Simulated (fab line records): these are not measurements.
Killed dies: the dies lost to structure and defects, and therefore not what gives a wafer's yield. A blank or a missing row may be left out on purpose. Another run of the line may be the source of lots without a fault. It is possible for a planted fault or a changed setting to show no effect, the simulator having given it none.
Lot-split experiment :: flow n5_finfet :: 39 wafers read from 7 lots, route of 1938 steps

## ABOUT THE SPLIT
At N5_BEOL_M8_DESCUM_33 (chemistry O2, time 7 s), the setting time_s was moved away from the recipe's 7 s on 12 of the 39 wafers read, by -41.8% to +43.3%. For the rest of the wafers, this setting stayed at what the recipe calls for.

## BETWEEN THE SPLIT AND THE READING: the file shows 1 step in between
- N5_BEOL_M8_ETCH_72: etches underlayer in N2/H2, target depth 6.5 nm, time 5.2 s

## THE READING
CAR-EUV_of_BEOL_M8_COAT_22.thk_nm (the simulator's own value, which no gauge read), in nm, at N5_BEOL_M8_ETCH_65 (etches SiARC in CF4, target depth 15.6 nm, time 26 s). The file gives no usual value for it. Across the 27 wafers here that went through the recipe, the average is 11.2 nm and the standard deviation 0.13 nm.

wafer: L078.1
tool, chamber at the split: rie_diel-02, 1
time_s as run, s: 7
against the recipe: recipe
CAR-EUV_of_BEOL_M8_COAT_22.thk_nm, nm: 11.2
against lot-mates on the recipe: -

wafer: L078.4
tool, chamber at the split: rie_diel-02, 0,3
time_s as run, s: 7
against the recipe: recipe
CAR-EUV_of_BEOL_M8_COAT_22.thk_nm, nm: 11.2
against lot-mates on the recipe: -

wafer: L078.2
tool, chamber at the split: rie_diel-02, 0,3
time_s as run, s: 7
against the recipe: recipe
CAR-EUV_of_BEOL_M8_COAT_22.thk_nm, nm: 11
against lot-mates on the recipe: -

wafer: L080.1
tool, chamber at the split: rie_diel-03, 1,3,1
time_s as run, s: 7
against the recipe: recipe
CAR-EUV_of_BEOL_M8_COAT_22.thk_nm, nm: 11.2
against lot-mates on the recipe: -

wafer: L080.4
tool, chamber at the split: rie_diel-03, 1,3,1
time_s as run, s: 7
against the recipe: recipe
CAR-EUV_of_BEOL_M8_COAT_22.thk_nm, nm: 11.2
against lot-mates on the recipe: -

wafer: L080.5
tool, chamber at the split: rie_diel-03, 1,3,1
time_s as run, s: 7
against the recipe: recipe
CAR-EUV_of_BEOL_M8_COAT_22.thk_nm, nm: 11.2
against lot-mates on the recipe: -

wafer: L080.2
tool, chamber at the split: rie_diel-03, 2,3
time_s as run, s: 5.142
against the recipe: -26.5%
CAR-EUV_of_BEOL_M8_COAT_22.thk_nm, nm: 12.2
against lot-mates on the recipe: +1.0

wafer: L080.3
tool, chamber at the split: rie_diel-03, 2,3
time_s as run, s: 5.142
against the recipe: -26.5%
CAR-EUV_of_BEOL_M8_COAT_22.thk_nm, nm: 12.2
against lot-mates on the recipe: +1.0

wafer: L080.6
tool, chamber at the split: rie_diel-03, 2
time_s as run, s: 5.142
against the recipe: -26.5%
CAR-EUV_of_BEOL_M8_COAT_22.thk_nm, nm: 12.2
against lot-mates on the recipe: +1.0

wafer: L081.1
tool, chamber at the split: rie_diel-03, 2
time_s as run, s: 7
against the recipe: recipe
CAR-EUV_of_BEOL_M8_COAT_22.thk_nm, nm: 11.4
against lot-mates on the recipe: -

wafer: L081.2
tool, chamber at the split: rie_diel-03, 0
time_s as run, s: 7
against the recipe: recipe
CAR-EUV_of_BEOL_M8_COAT_22.thk_nm, nm: 11.2
against lot-mates on the recipe: -

wafer: L081.6
tool, chamber at the split: rie_diel-03, 2
time_s as run, s: 7
against the recipe: recipe
CAR-EUV_of_BEOL_M8_COAT_22.thk_nm, nm: 11.2
against lot-mates on the recipe: -

wafer: L081.3
tool, chamber at the split: rie_diel-03, 3,1,1
time_s as run, s: 10.03
against the recipe: +43.3%
CAR-EUV_of_BEOL_M8_COAT_22.thk_nm, nm: 9.6
against lot-mates on the recipe: -1.7

wafer: L081.4
tool, chamber at the split: rie_diel-03, 3,1,1
time_s as run, s: 10.03
against the recipe: +43.3%
CAR-EUV_of_BEOL_M8_COAT_22.thk_nm, nm: 9.6
against lot-mates on the recipe: -1.7

wafer: L081.5
tool, chamber at the split: rie_diel-03, 3,1,1
time_s as run, s: 10.03
against the recipe: +43.3%
CAR-EUV_of_BEOL_M8_COAT_22.thk_nm, nm: 9.6
against lot-mates on the recipe: -1.7

wafer: L084.1
tool, chamber at the split: rie_diel-03, 0,1
time_s as run, s: 4.076
against the recipe: -41.8%
CAR-EUV_of_BEOL_M8_COAT_22.thk_nm, nm: 12.8
against lot-mates on the recipe: +1.3

wafer: L084.3
tool, chamber at the split: rie_diel-03, 0,1
time_s as run, s: 4.076
against the recipe: -41.8%
CAR-EUV_of_BEOL_M8_COAT_22.thk_nm, nm: 12.8
against lot-mates on the recipe: +1.3

wafer: L084.2
tool, chamber at the split: rie_diel-03, 2,3,3
time_s as run, s: 7
against the recipe: recipe
CAR-EUV_of_BEOL_M8_COAT_22.thk_nm, nm: 11.6
against lot-mates on the recipe: -

wafer: L084.4
tool, chamber at the split: rie_diel-03, 2,3,3
time_s as run, s: 7
against the recipe: recipe
CAR-EUV_of_BEOL_M8_COAT_22.thk_nm, nm: 11.4
against lot-mates on the recipe: -

wafer: L084.6
tool, chamber at the split: rie_diel-03, 2,3,3
time_s as run, s: 7
against the recipe: recipe
CAR-EUV_of_BEOL_M8_COAT_22.thk_nm, nm: 11.4
against lot-mates on the recipe: -

wafer: L084.5
tool, chamber at the split: rie_diel-03, 2
time_s as run, s: 4.076
against the recipe: -41.8%
CAR-EUV_of_BEOL_M8_COAT_22.thk_nm, nm: 13
against lot-mates on the recipe: +1.5

wafer: L088.1
tool, chamber at the split: rie_diel-03, 0,1
time_s as run, s: 7
against the recipe: recipe
CAR-EUV_of_BEOL_M8_COAT_22.thk_nm, nm: 11.2
against lot-mates on the recipe: -

wafer: L088.2
tool, chamber at the split: rie_diel-03, 0,1
time_s as run, s: 7
against the recipe: recipe
CAR-EUV_of_BEOL_M8_COAT_22.thk_nm, nm: 11.2
against lot-mates on the recipe: -

wafer: L088.6
tool, chamber at the split: rie_diel-03, 2
time_s as run, s: 7
against the recipe: recipe
CAR-EUV_of_BEOL_M8_COAT_22.thk_nm, nm: 11.2
against lot-mates on the recipe: -

wafer: L088.3
tool, chamber at the split: rie_diel-03, 2,3,3
time_s as run, s: 4.432
against the recipe: -36.7%
CAR-EUV_of_BEOL_M8_COAT_22.thk_nm, nm: 12.6
against lot-mates on the recipe: +1.4

wafer: L088.4
tool, chamber at the split: rie_diel-03, 2,3,3
time_s as run, s: 4.432
against the recipe: -36.7%
CAR-EUV_of_BEOL_M8_COAT_22.thk_nm, nm: 12.4
against lot-mates on the recipe: +1.2

wafer: L088.5
tool, chamber at the split: rie_diel-03, 2,3,3
time_s as run, s: 4.432
against the recipe: -36.7%
CAR-EUV_of_BEOL_M8_COAT_22.thk_nm, nm: 12.4
against lot-mates on the recipe: +1.2

wafer: L094.1
tool, chamber at the split: rie_diel-02, 2
time_s as run, s: 7
against the recipe: recipe
CAR-EUV_of_BEOL_M8_COAT_22.thk_nm, nm: 11
against lot-mates on the recipe: -

wafer: L094.2
tool, chamber at the split: rie_diel-02, 1,3,3,1
time_s as run, s: 7
against the recipe: recipe
CAR-EUV_of_BEOL_M8_COAT_22.thk_nm, nm: 11.2
against lot-mates on the recipe: -

wafer: L094.3
tool, chamber at the split: rie_diel-02, 1,3,3,1
time_s as run, s: 7
against the recipe: recipe
CAR-EUV_of_BEOL_M8_COAT_22.thk_nm, nm: 11.2
against lot-mates on the recipe: -

wafer: L094.4
tool, chamber at the split: rie_diel-02, 1,3,3,1
time_s as run, s: 7
against the recipe: recipe
CAR-EUV_of_BEOL_M8_COAT_22.thk_nm, nm: 11.2
against lot-mates on the recipe: -

wafer: L094.5
tool, chamber at the split: rie_diel-02, 2
time_s as run, s: 7
against the recipe: recipe
CAR-EUV_of_BEOL_M8_COAT_22.thk_nm, nm: 11.2
against lot-mates on the recipe: -

wafer: L094.6
tool, chamber at the split: rie_diel-02, 1,3,3,1
time_s as run, s: 7
against the recipe: recipe
CAR-EUV_of_BEOL_M8_COAT_22.thk_nm, nm: 11.4
against lot-mates on the recipe: -

wafer: L093.1
tool, chamber at the split: rie_diel-03, 3,0,1,3,0
time_s as run, s: 7
against the recipe: recipe
CAR-EUV_of_BEOL_M8_COAT_22.thk_nm, nm: 11.2
against lot-mates on the recipe: -

wafer: L093.2
tool, chamber at the split: rie_diel-03, 2
time_s as run, s: 7
against the recipe: recipe
CAR-EUV_of_BEOL_M8_COAT_22.thk_nm, nm: 11.2
against lot-mates on the recipe: -

wafer: L093.4
tool, chamber at the split: rie_diel-03, 3,0,1,3,0
time_s as run, s: 7
against the recipe: recipe
CAR-EUV_of_BEOL_M8_COAT_22.thk_nm, nm: 11.2
against lot-mates on the recipe: -

wafer: L093.5
tool, chamber at the split: rie_diel-03, 3,0,1,3,0
time_s as run, s: 7
against the recipe: recipe
CAR-EUV_of_BEOL_M8_COAT_22.thk_nm, nm: 11.2
against lot-mates on the recipe: -

wafer: L093.3
tool, chamber at the split: rie_diel-03, 3,0,1,3,0
time_s as run, s: 7
against the recipe: recipe
CAR-EUV_of_BEOL_M8_COAT_22.thk_nm, nm: 11
against lot-mates on the recipe: -

wafer: L093.6
tool, chamber at the split: rie_diel-03, 3,0,1,3,0
time_s as run, s: 7
against the recipe: recipe
CAR-EUV_of_BEOL_M8_COAT_22.thk_nm, nm: 11
against lot-mates on the recipe: -
Rows listing several chambers each stand for several wafers; the file does not say which wafer went through which chamber.

FIT RESULTS
A straight line over all 39 wafers: CAR-EUV_of_BEOL_M8_COAT_22.thk_nm changes by -0.0372 nm for each +1% of time_s; r = -0.99; the points scatter about the line by 0.13 nm.
The same after taking each lot's own level away (the mean of its wafers on the recipe; 39 wafers): -0.0361 nm for each +1%; r = -0.99; scatter 0.095 nm.
On that fit, the largest move of time_s shifts the reading by 1.6 nm.
From 11.13 to 11.47 nm: that is the span of the lots' own levels, equal to 2.5 times the standard deviation above.
The two slopes are in agreement: the lot-to-lot level therefore moves the slope only a little.
Check: -1.56 nm against its lot-mates is what the line predicts for one of the wafers moved furthest among these (+43.3%) when that wafer is left out of the fit. Against them it came out at -1.67 nm.

## THE WHOLE CHAIN: every reading that the file lists as answering this split, in the file's order
step: N5_BEOL_M8_DESCUM_33
what it does: chemistry O2, time 7 s
reading: CAR-EUV_of_BEOL_M8_COAT_22.thk_nm (the simulator's own value, which no gauge read)
change (the file's fit): -0.0337 nm for each +1% of the setting
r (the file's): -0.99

step: N5_BEOL_M8_ETCH_72
what it does: etches underlayer in N2/H2, target depth 6.5 nm, time 5.2 s
reading: CAR-EUV_of_BEOL_M8_COAT_22.thk_nm (the simulator's own value, which no gauge read)
change (the file's fit): -0.0345 nm for each +1% of the setting
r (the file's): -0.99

step: N5_BEOL_M8_ETCH_65
what it does: etches SiARC in CF4, target depth 15.6 nm, time 26 s
reading: CAR-EUV_of_BEOL_M8_COAT_22.thk_nm (the simulator's own value, which no gauge read)
change (the file's fit): -0.0359 nm for each +1% of the setting
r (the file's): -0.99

## THE FILE'S OWN FIT
CAR-EUV_of_BEOL_M8_COAT_22.thk_nm changes by -0.0359 nm for each +1% of time_s, r = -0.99.
